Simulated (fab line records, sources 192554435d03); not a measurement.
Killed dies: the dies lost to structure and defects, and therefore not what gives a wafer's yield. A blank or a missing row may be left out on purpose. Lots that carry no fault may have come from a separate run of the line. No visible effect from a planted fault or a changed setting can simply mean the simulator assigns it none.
Lot-split experiment	flow n5_finfet	21 wafers read from 7 lots, route of 1938 steps

SPLIT DETAILS
At N5_BEOL_M5_PECVD_70 (deposits SiO2 from TEOS/O2, target thk 16 nm, time 18 s), the setting temp_c was moved away from the recipe's 400 C on 5 of the 21 wafers read, by -3.2% to +4.1%. The other wafers ran this setting at the recipe's value.

FROM THE SPLIT TO THE READING: what the file shows between them, 17 steps
- N5_BEOL_M5_EXPOSE_08: exposes mask M5, target cd 28 nm (also split here: dose_mj)
- N5_BEOL_M5_PEB_09: peb time 60 s
- N5_BEOL_M5_DEVELOP_10: develop time 30 s
- N5_BEOL_M5_CD_MEAS_11: target cd 27.74 nm
- N5_BEOL_M5_DESCUM_16: chemistry O2, time 7 s
- N5_BEOL_M5_ETCH_72: etches underlayer in N2/H2, target depth 6.5 nm, time 5.2 s
- N5_BEOL_M5_ETCH_61: etches SiARC in CF4, target depth 15.6 nm, time 26 s
- N5_BEOL_M5_ETCH_62: etches SOC in N2/H2, target depth 75 nm, overetch 15 nm, time 112.5 s
- N5_BEOL_M5_STRIP_63: strips in N2/H2
- N5_BEOL_M5_STRIP_73: strips in N2/H2
- N5_BEOL_M5_STRIP_64: strips in CF4
- N5_BEOL_M5_HM_OPEN_17: chemistry Cl2/BCl3, target TiN, target depth 20 nm, overetch 6 nm
- N5_BEOL_M5_STRIP_19: strips in O2
- N5_BEOL_M5_CD_MEAS_18: pitch 56 nm, target cd 28 nm
- N5_BEOL_M5_COAT_65: time 60 s, resist thk 60 nm
- N5_BEOL_M5_COAT_66: time 60 s, resist thk 12 nm
- N5_BEOL_M5_STRIP_91: strips in N2/H2, time 10 s

THE READING
SiO2_of_BEOL_M5_PECVD_70.thk_nm (the simulator's own value, which no gauge read), in nm, at N5_BEOL_M5_HM_STRIP_39 (strips TiN in peroxide tin strip, target depth 25 nm, time 158 s). There is no usual value for it anywhere in the file. Across the 16 wafers here that went through the recipe, the average is 15.7 nm and the standard deviation 0.22 nm.

wafer	tool, chamber at the split	temp_c as run, C	against the recipe	SiO2_of_BEOL_M5_PECVD_70.thk_nm, nm	against lot-mates on the recipe
L074.2	pecvd-03, 2	400	recipe	15.4	-
L074.4	pecvd-03, 0	387.4	-3.2%	17.2	+1.8
L074.6	pecvd-03, 1	387.4	-3.2%	16.8	+1.4
L080.2	pecvd-02, 1	400	recipe	16	-
L080.5	pecvd-02, 1	400	recipe	16	-
L080.6	pecvd-02, 2	410.5	+2.6%	15	-1.0
L081.1	pecvd-01, 0	400	recipe	15.8	-
L081.3	pecvd-01, 2	416.3	+4.1%	14	-1.9
L081.5	pecvd-01, 1	400	recipe	16	-
L084.2	pecvd-03, 1	400	recipe	15.4	-
L084.3	pecvd-03, 2	409.6	+2.4%	14.6	-1.0
L084.4	pecvd-03, 1	400	recipe	15.8	-
L085.1	pecvd-03, 1,2	400	recipe	15.6	-
L085.2	pecvd-03, 1,2	400	recipe	15.4	-
L085.3	pecvd-03, 2	400	recipe	15.8	-
L089.1	pecvd-01, 1	400	recipe	15.6	-
L089.4	pecvd-01, 2	400	recipe	15.8	-
L089.6	pecvd-01, 1	400	recipe	15.8	-
L094.1	pecvd-01, 0	400	recipe	15.4	-
L094.2	pecvd-01, 2	400	recipe	15.8	-
L094.6	pecvd-01, 2	400	recipe	16	-
Where a row lists several chambers, the file gives one row for several wafers and doesn't say which wafer went through which chamber.

THE FIT
A straight line over all 21 wafers: SiO2_of_BEOL_M5_PECVD_70.thk_nm changes by -0.401 nm for each +1% of temp_c; r = -0.94; the points scatter about the line by 0.23 nm.
The same after taking each lot's own level away (the mean of its wafers on the recipe; 21 wafers): -0.467 nm for each +1%; r = -0.97; scatter 0.17 nm.
According to that fit, moving temp_c by its largest amount changes the reading by 1.9 nm.
The lots' own levels span 15.40 to 16.00 nm, that is 2.7 times the standard deviation above.
Thus the slope moves with the lot-to-lot level: the two fits are different.
Check: -1.86 nm against its lot-mates is what the line predicts for one of the wafers moved furthest among these (+4.1%) when that wafer is left out of the fit. It came out at -1.9 nm against them.

THESE WAFERS: OTHER SPLITS
Before the reading, these wafers also passed through other splits. Each is held against what the fit with the lots' levels taken away leaves over:
other split on the same wafers	wafers away from the commonest value	r with SiO2_of_BEOL_M5_PECVD_70.thk_nm (lot level and that fit taken away)
N5_BEOL_M4_COAT_68 spin_rpm	8	+0.36
N5_BEOL_M5_EXPOSE_08 dose_mj	9	+0.01

THE WHOLE CHAIN: every reading that the file lists as answering this split, in the file's order
step	what it does	reading	change (the file's fit)	r (the file's)
N5_BEOL_M5_PECVD_70	deposits SiO2 from TEOS/O2, target thk 16 nm, time 18 s	SiO2_of_BEOL_M5_PECVD_70.thk_nm (the simulator's own value, which no gauge read)	-0.431 nm for each +1% of the setting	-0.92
N5_BEOL_M5_HM_STRIP_39	strips TiN in peroxide tin strip, target depth 25 nm, time 158 s	SiO2_of_BEOL_M5_PECVD_70.thk_nm (the simulator's own value, which no gauge read)	-0.455 nm for each +1% of the setting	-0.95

FILE'S OWN FIT
SiO2_of_BEOL_M5_PECVD_70.thk_nm changes by -0.455 nm for each +1% of temp_c, r = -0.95.
